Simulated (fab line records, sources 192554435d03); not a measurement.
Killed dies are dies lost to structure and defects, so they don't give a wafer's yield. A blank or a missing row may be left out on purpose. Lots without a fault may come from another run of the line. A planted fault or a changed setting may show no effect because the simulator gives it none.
fab line records | flow n5_finfet
record lots=12 wafers=33 last_day=18
route steps=1938 shown BEOL_M11@1580 PASSIVATION@1936
lots that met no fault: from a run of the same line without faults
start_h: hours from the record's first day to the start of the lot's first wafer shown | wait_h: hours since the lot's step before | " the same as in the row above | L1.1+2: a row that stands for several wafers | - no value, or no start given | * or withheld: withheld | < > ~ a bound
route shown NAME@n: a module of which the file shows steps, and the number in the route of the first | usual: mean/standard deviation of fault-free wafers | same: alike in all rows | chamber/n: place in a boat | sites: the reading at each site | _std_site: their standard deviation | _edge_site: outer sites' mean less inner sites' | radius_mm: how far each site lies from the wafer's centre | mask NAME#n: copy n | behind: the tool/chamber that last shaped the wafer | hold: why the lot was held/for how many hours/how that ended | device: the transistor (n, p or np) that didn't switch | end of line: the same wafers' tests at the end of the route | a step without rows: its recipe alone | killed: dies lost to structure and defects at the first sort, not the wafer's yield | map: a wafer's dies, x killed, . not, _ none there
set.NAME: the setting as run; set.NAME@STEP: as run at that earlier step | model.NAME: the simulator's own value behind a step, which no gauge read
steps of the route over a sample of lots; a table a step, a row a wafer
services: from which hour (start_h, from the record's first day; less than 0 if before it) a tool's chamber was out of use, for how many hours, and why
## steps
# step N5_BEOL_M11_STRIP_77
# recipe chemistry=N2/H2 time_s=10 power_w=450 temp_c=40 pressure_mtorr=20 rf_frequency_hz=6e+07 bias_power_w=7 n2_flow_sccm=200 h2_flow_sccm=200
# usual drypump_motor_current_A=5.72/0.28 oes_product_au=0.77/0.071 rf_vpp_V=59.1/0.8 showerhead_plenum_p_Torr=2.52/0.1 throttle_valve_pct=23.73/0.28
# columns lot.wafer tool chamber start_h wait_h drypump_motor_current_A oes_product_au rf_hours_counter_h rf_vpp_V showerhead_plenum_p_Torr throttle_valve_pct
L170.2 rie_diel-06 1 - - 5.67 0.74 185 59.7 2.44 23.83
L170.3 " 0 " " 5.55 0.84 55 58.8 2.47 23.75
L170.5 " 3 " " 5.87 0.77 - 58.1 2.42 23.45
L171.3 rie_diel-05 0 - - 5.51 0.92 35 60.0 2.60 24.02
L171.4 " 2 " " 5.32 0.72 212 60.3 2.48 23.23
L171.6 " 0 " " 5.54 0.93 - 57.9 2.60 24.02
L172.1 rie_diel-06 3 - - 5.88 0.76 155 59.3 2.42 23.46
L172.2 " 1 " " 5.65 0.73 189 59.2 2.43 23.82
L172.6 " 1 " " 5.66 0.73 - 59.2 2.43 23.85
L173.3 rie_diel-05 0 - - 5.49 0.92 38 60.3 2.60 24.02
L173.4 " 3 " " 5.94 0.80 89 58.3 2.59 24.15
L173.5 " 1 " " 5.76 0.72 - 59.7 2.64 23.55
L176.1 rie_diel-05 0 - - 5.50 0.91 43 59.0 2.60 24.03
L176.6 " 2 " " 5.33 0.71 - 60.1 2.48 23.23
L175.1 rie_diel-05 1 - - 5.78 0.71 190 59.6 2.63 23.57
L175.6 " 3 " " 5.99 0.79 - 58.9 2.58 24.17
L177.4 rie_diel-06 1 - - 5.65 0.72 199 59.3 2.43 23.86
L177.6 " 3 " " 5.88 0.75 - 58.0 2.41 23.47
L178.2 rie_diel-06 1 - - 5.62 0.71 205 58.1 2.43 23.86
L178.4 " 2 " " 5.34 0.90 24 59.3 2.73 23.86
L178.5 " 1 " " 5.64 0.72 - 60.7 2.43 23.86
L181.3 rie_diel-06 0 - - 5.57 0.79 78 58.2 2.46 23.77
L181.4 " 2 " " 5.34 0.88 28 60.1 2.73 23.85
L181.5 " 3 " " 5.87 0.74 - 58.7 2.41 23.50
L190.1 rie_diel-06 1 - - 5.64 0.70 228 57.6 2.42 23.91
L190.3 " 3 " " 5.92 0.72 192 59.5 2.40 23.50
L190.5 " 2 " " 5.34 0.86 - 59.5 2.72 23.89
L193.2 rie_diel-06 2 - - 5.36 0.85 50 58.6 2.72 23.90
L193.3 " 3 " " 5.86 0.72 194 58.5 2.40 23.51
L193.5 " 0 " " 5.56 0.78 - 60.0 2.45 23.80
L192.3 rie_diel-05 3 - - 5.96 0.76 127 60.1 2.57 24.20
L192.5 " 1 " " 5.77 0.69 - 59.1 2.62 23.60
L192.6 " 0 " " 5.50 0.85 - 59.8 2.59 24.06
# step N5_BEOL_M11_PRE_CLEAN_45
# recipe gas=H2/He time_s=30 temp_c=250
# usual heater_power_w=326/31
# columns lot.wafer tool chamber start_h wait_h heater_power_w
L170.2 pvd_sputter-03 - 241.89 0.0 260
L170.3 " - " " 292
L170.5 " - " " 296
L171.3 pvd_sputter-01 - 242.07 0.0 363
L171.4 " - " " 303
L171.6 " - " " 360
L172.1 pvd_sputter-01 - 250.79 0.0 304
L172.2 " - " " 332
L172.6 " - " " 301
L173.3 pvd_sputter-03 - 258.52 0.0 268
L173.4 " - " " 322
L173.5 " - " " 257
L176.1 pvd_sputter-01 - 278.69 0.0 343
L176.6 " - " " 308
L175.1 pvd_sputter-02 - 279.45 0.0 361
L175.6 " - " " 342
L177.4 pvd_sputter-02 - 280.01 0.0 325
L177.6 " - " " 356
L178.2 pvd_sputter-01 - 298.04 0.0 357
L178.4 " - " " 331
L178.5 " - " " 307
L181.3 pvd_sputter-01 - 312.95 0.0 329
L181.4 " - " " 359
L181.5 " - " " 326
L190.1 pvd_sputter-01 - 379.54 0.0 304
L190.3 " - " " 333
L190.5 " - " " 296
L193.2 pvd_sputter-01 - 391.36 0.0 357
L193.3 " - " " 307
L193.5 " - " " 349
L192.3 pvd_sputter-03 - 393.24 0.0 289
L192.5 " - " " 262
L192.6 " - " " 349
# step N5_BEOL_M11_ECD_50
# recipe material=Cu target_thk_a=3180
# columns lot.wafer tool chamber start_h wait_h
L170.2+3+5 ecd_cu-01 0,1,0 242.79 0.1
L171.3+4+6 ecd_cu-01 0,1,1 243.14 0.1
L172.1+2+6 ecd_cu-01 0,1,0 251.51 0.1
L173.3+4+5 ecd_cu-02 1,0,1 261.12 0.1
L176.1+6 ecd_cu-01 1,0 279.59 0.1
L175.1+6 ecd_cu-01 0 280.29 0.1
L177.4+6 ecd_cu-01 0 280.92 0.1
L178.2+4+5 ecd_cu-01 1 298.78 0.1
L181.3+4+5 ecd_cu-01 0,1,0 313.75 0.1
L190.1+3+5 ecd_cu-02 0,1,1 382.25 0.1
L193.2+3+5 ecd_cu-02 0,1,0 392.13 0.1
L192.3+5+6 ecd_cu-01 0,0,1 393.92 0.1
# step N5_BEOL_M11_CMP_52
# recipe stop_on=SiCOH_lowk t_overpolish_s=7 down_force_psi=1 platen_rpm=50 clearing_platen_down_force_psi=1.5 clearing_platen_rpm=50 post_cmp_clean=cu_alkaline target_thk_nm=140 clearing_platen_pad_velocity_m_s=0.99484 pad_velocity_m_s=0.99484
# usual motor_current_A=6.5/0.63 time_to_endpoint_s=67/3.9
# columns lot.wafer tool chamber start_h wait_h motor_current_A time_to_endpoint_s
L170.2 cmp-04 0 243.23 0.2 7.6 67
L170.3 " 1 " " 6.9 61
L170.5 " 3 " " 5.5 64
L171.4 cmp-02 0 243.63 0.1 6.6 69
L171.3 " 2 " " 6.1 73
L171.6 " 1 " " 5.6 67
L172.2 cmp-01 3 251.92 0.2 5.1 57
L172.1 " 0 " " 6.7 72
L172.6 " 0 " " 7.0 71
L173.3 cmp-02 0 262.04 0.2 6.3 68
L173.4 " 1 " " 5.9 67
L173.5 " 3 " " 6.4 66
L176.1 cmp-04 1 280.04 0.3 7.0 63
L176.6 " 1 " " 7.2 64
L175.1 cmp-01 0 280.97 0.4 6.7 73
L175.6 " 2 " " 6.8 71
L177.4 cmp-02 2 281.31 0.1 6.1 68
L177.6 " 2 " " 6.3 69
L178.4 cmp-02 3 299.39 0.1 6.8 34
L178.2 " 0 " " 6.6 66
L178.5 " 3 " " 6.4 67
L181.3 cmp-02 1 314.19 0.2 6.0 69
L181.4 " 2 " " 6.6 38
L181.5 " 2 " " 6.8 69
L190.1 cmp-02 1 385.84 0.3 5.5 70
L190.3 " 2 " " 6.4 70
L190.5 " 1 " " 5.6 68
L193.2 cmp-01 3 392.54 0.2 5.2 62
L193.3 " 1 " " 6.7 70
L193.5 " 3 " " 5.3 63
L192.3 cmp-04 0 394.84 0.3 7.1 70
L192.5 " 1 " " 7.1 66
L192.6 " 2 " " 6.6 67
# step N5_BEOL_M11_INSPECT_58
# recipe inspect_instrument=darkfield mode=post_dep
# usual raw_defect_count=74/21
# columns lot.wafer tool chamber start_h wait_h raw_defect_count
L170.2 defect_inspect-02 - 243.67 0.0 63
L170.3 " - " " 77
L170.5 " - " " 82
L171.3 defect_inspect-02 - 244.07 0.0 82
L171.4 " - " " 77
L171.6 " - " " 54
L172.1 defect_inspect-01 - 252.36 0.0 61
L172.2 " - " " 85
L172.6 " - " " 87
L173.3 defect_inspect-02 - 262.45 0.0 94
L173.4 " - " " 76
L173.5 " - " " 64
L176.1 defect_inspect-01 - 280.44 0.0 62
L176.6 " - " " 60
L175.1 defect_inspect-01 - 281.30 0.0 38
L175.6 " - " " 51
L177.4 defect_inspect-01 - 281.77 0.0 67
L177.6 " - " " 71
L178.2 defect_inspect-01 - 299.83 0.0 56
L178.4 " - " " 93
L178.5 " - " " 96
L181.3 defect_inspect-01 - 314.64 0.0 46
L181.4 " - " " 67
L181.5 " - " " 47
L190.1 defect_inspect-01 - 386.25 0.0 101
L190.3 " - " " 81
L190.5 " - " " 56
L193.2 defect_inspect-01 - 392.98 0.0 73
L193.3 " - " " 69
L193.5 " - " " 88
L192.3 defect_inspect-02 - 395.20 0.0 100
L192.5 " - " " 84
L192.6 " - " " 78
# step N5_PASSIVATION_PROBE_49
# usual defect_limited_yield=91.1/1.4 killed_at_M0_to_M3=34/11 killed_at_M4_up=14/5.6 killed_at_contacts=13/5.9 killed_at_front_end=40/11 killed_at_other=4/3.1 killed_dies=105/16 killed_open=68/11 killed_short=34/8.4 sort_bin_5_function=5.2/0.86 sort_bin_6_memory=3.2/0.7 sort_bin_8_speed=0.1/1.1 sort_n_pass=1074/21 sort_yield_pct=91.0/1.8
# same gross_dies=1180 killed_at_back_side=0 sort_bin_4_leakage[%]=0
# columns lot.wafer tool chamber start_h wait_h defect_limited_yield[%] killed_at_M0_to_M3 killed_at_M4_up killed_at_contacts killed_at_front_end killed_at_other killed_dies killed_open killed_short sort_bin_5_function[%] sort_bin_6_memory[%] sort_bin_8_speed[%] sort_n_pass sort_yield_pct[%]
L172.1 prober-02 - 295.38 0.0 90.3 35 10 23 44 2 114 70 44 5.2 4.2 0.3 1063 90.1
L172.2 prober-02 - 295.43 0.1 92.5 22 8 10 42 7 89 49 39 4.0 3.1 0.1 1091 92.5
L172.6 prober-02 - 295.63 0.3 91.5 46 10 5 38 1 100 64 36 5.8 2.3 0 1080 91.5
L190.1 prober-02 - 429.63 1.2 90.7 27 10 8 63 2 110 65 45 5.5 3.5 0 1070 90.7
L190.3 prober-02 - 429.73 1.3 92.8 32 12 11 28 2 85 57 26 4.6 2.2 0 1095 92.8
L190.5 prober-02 - 429.83 1.4 91.0 26 21 11 43 5 106 65 39 5.6 2.9 0 1074 91.0
L192.3 prober-01 - 442.74 0.1 90.8 22 6 22 50 9 109 76 26 6.1 2.5 0 1071 90.8
L192.5 prober-01 - 442.84 0.2 91.4 29 14 12 42 5 102 72 28 5.0 3.6 0 1078 91.4
L192.6 prober-01 - 442.89 0.3 90.0 33 8 18 50 9 118 80 32 5.8 3.5 0 1062 90.0
# killed by level:class
L172.1 MOL_CONTACT_COAG:geometric_particle:open=21 FIN_SAQP:geometric_particle:open=12 BEOL_M0_SAQP:geometric_particle:open=10 BEOL_M0_SAQP:geometric_particle:short=9 GATE_CUT:geometric_particle:short=8 BEOL_M2:geometric_particle:open=5 FIN_SAQP:geometric_particle:short=4 BEOL_M5:geometric_particle:open=4
L172.2 FIN_SAQP:geometric_particle:short=10 GATE_CUT:geometric_particle:short=7 MOL_CONTACT_COAG:geometric_particle:open=6 BEOL_M2:geometric_particle:open=6 FIN_SAQP:geometric_particle:open=5 FIN_CUT:geometric_particle:short=4 DUMMY_GATE:geometric_particle:open=4 MOL_CONTACT_COAG:geometric_particle:short=4
L172.6 BEOL_M0_SAQP:geometric_particle:open=19 STI_FIN_REVEAL:geometric_particle:open=14 BEOL_M0_SAQP:geometric_particle:short=10 BEOL_M2:geometric_particle:open=7 GATE_CUT:geometric_particle:short=5 BEOL_M2:geometric_particle:short=5 FIN_SAQP:geometric_particle:open=4 STARTING-WAFER:geometric_particle:open=4
L190.1 FIN_SAQP:geometric_particle:open=19 FIN_SAQP:geometric_particle:short=15 DUMMY_GATE:geometric_particle:open=7 BEOL_M0_SAQP:geometric_particle:open=7 MOL_CONTACT_COAG:geometric_particle:short=6 BEOL_M2:geometric_particle:open=6 STI_FIN_REVEAL:geometric_particle:open=5 GATE_CUT:geometric_particle:short=4
L190.3 BEOL_M0_SAQP:geometric_particle:open=9 BEOL_M3:geometric_particle:open=7 BEOL_M2:geometric_particle:open=6 MOL_CONTACT_COAG:geometric_particle:open=5 BEOL_M0_SAQP:geometric_particle:short=5 FIN_SAQP:geometric_particle:open=4 MOL_CONTACT_COAG:geometric_particle:short=4 STI_FIN_REVEAL:geometric_particle:open=4
L190.5 DUMMY_GATE:geometric_particle:open=10 FIN_SAQP:geometric_particle:short=8 MOL_CONTACT_COAG:geometric_particle:open=8 BEOL_M0_SAQP:geometric_particle:short=6 BEOL_M4:geometric_particle:open=6 BEOL_M1:geometric_particle:open=5 BEOL_M1:geometric_particle:short=5 BEOL_M5:geometric_particle:open=5
L192.3 MOL_CONTACT_COAG:geometric_particle:open=18 STI_FIN_REVEAL:geometric_particle:open=13 FIN_SAQP:geometric_particle:open=8 BEOL_M2:geometric_particle:open=7 STI_FIN_REVEAL:geometric_particle:short=6 DUMMY_GATE:geometric_particle:open=6 FIN_SAQP:geometric_particle:short=5 HKMG_FIN:area_etch=5
L192.5 STI_FIN_REVEAL:geometric_particle:open=14 BEOL_M4:geometric_particle:open=11 MOL_CONTACT_COAG:geometric_particle:open=11 FIN_SAQP:geometric_particle:short=8 BEOL_M2:geometric_particle:open=8 BEOL_M0_SAQP:geometric_particle:short=6 ILD0:geometric_particle:short=4 BEOL_M1:geometric_particle:open=4
L192.6 STI_FIN_REVEAL:geometric_particle:open=14 MOL_CONTACT_COAG:geometric_particle:open=11 DUMMY_GATE:geometric_particle:open=7 MOL_CONTACT_COAG:geometric_particle:short=7 BEOL_M0_SAQP:geometric_particle:open=7 BEOL_M2:geometric_particle:open=7 BEOL_M1:geometric_particle:open=6 HKMG_FIN:area_etch=6
## services
# columns tool chamber start_h hours kind
rie_diel-06 - 216.83 4.3 pm
cmp-01 - 218.68 1.2 repair
cmp-01 - 227.42 4.0 pm
rie_diel-05 3 228.51 2.4 repair
cmp-04 - 230.79 1.2 repair
rie_diel-06 2 235.86 5.7 repair
cmp-04 - 244.92 0.5 repair
ecd_cu-01 - 245.37 6.1 repair
cmp-02 - 248.49 1.5 repair
rie_diel-05 - 249.68 4.3 pm
cmp-01 - 262.00 1.7 repair
cmp-02 - 265.06 3.1 repair
cmp-02 - 288.20 4.3 pm
rie_diel-05 - 290.91 0.9 repair
cmp-04 - 292.27 0.3 repair
cmp-01 - 317.11 1.4 repair
cmp-04 - 328.18 6.2 pm
cmp-04 - 343.76 1.2 repair
rie_diel-05 1 356.64 3.1 repair
cmp-02 - 366.63 2.7 repair
ecd_cu-02 - 368.28 0.7 repair
rie_diel-05 2 378.05 - clean
rie_diel-05 2 378.05 - consumable_replace:focus_ring
rie_diel-05 - 387.68 1.8 repair
## key
first_sign step=N5_BEOL_M11_CMP_52 reading=time_to_endpoint_s direction=down sigmas=7.9 usual=* struck=*
effect none on later readings
met_at N5_BEOL_M11_ECD_50
struck_lots L178,L181
struck_wafers L178.4,L181.4
not_acting_at N5_BEOL_M11_STRIP_77,N5_BEOL_M11_PRE_CLEAN_45,N5_BEOL_M11_INSPECT_58
onset_between 280.92 298.78
fault kind=process_parameter_drift tool=ecd_cu-01 chamber=- onset_h=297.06 steps=N5_BEOL_M11_ECD_50 channel=target_thk_a offset=* shape=step end_h=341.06 scope=struck_wafers_only acts_in=* stated=*
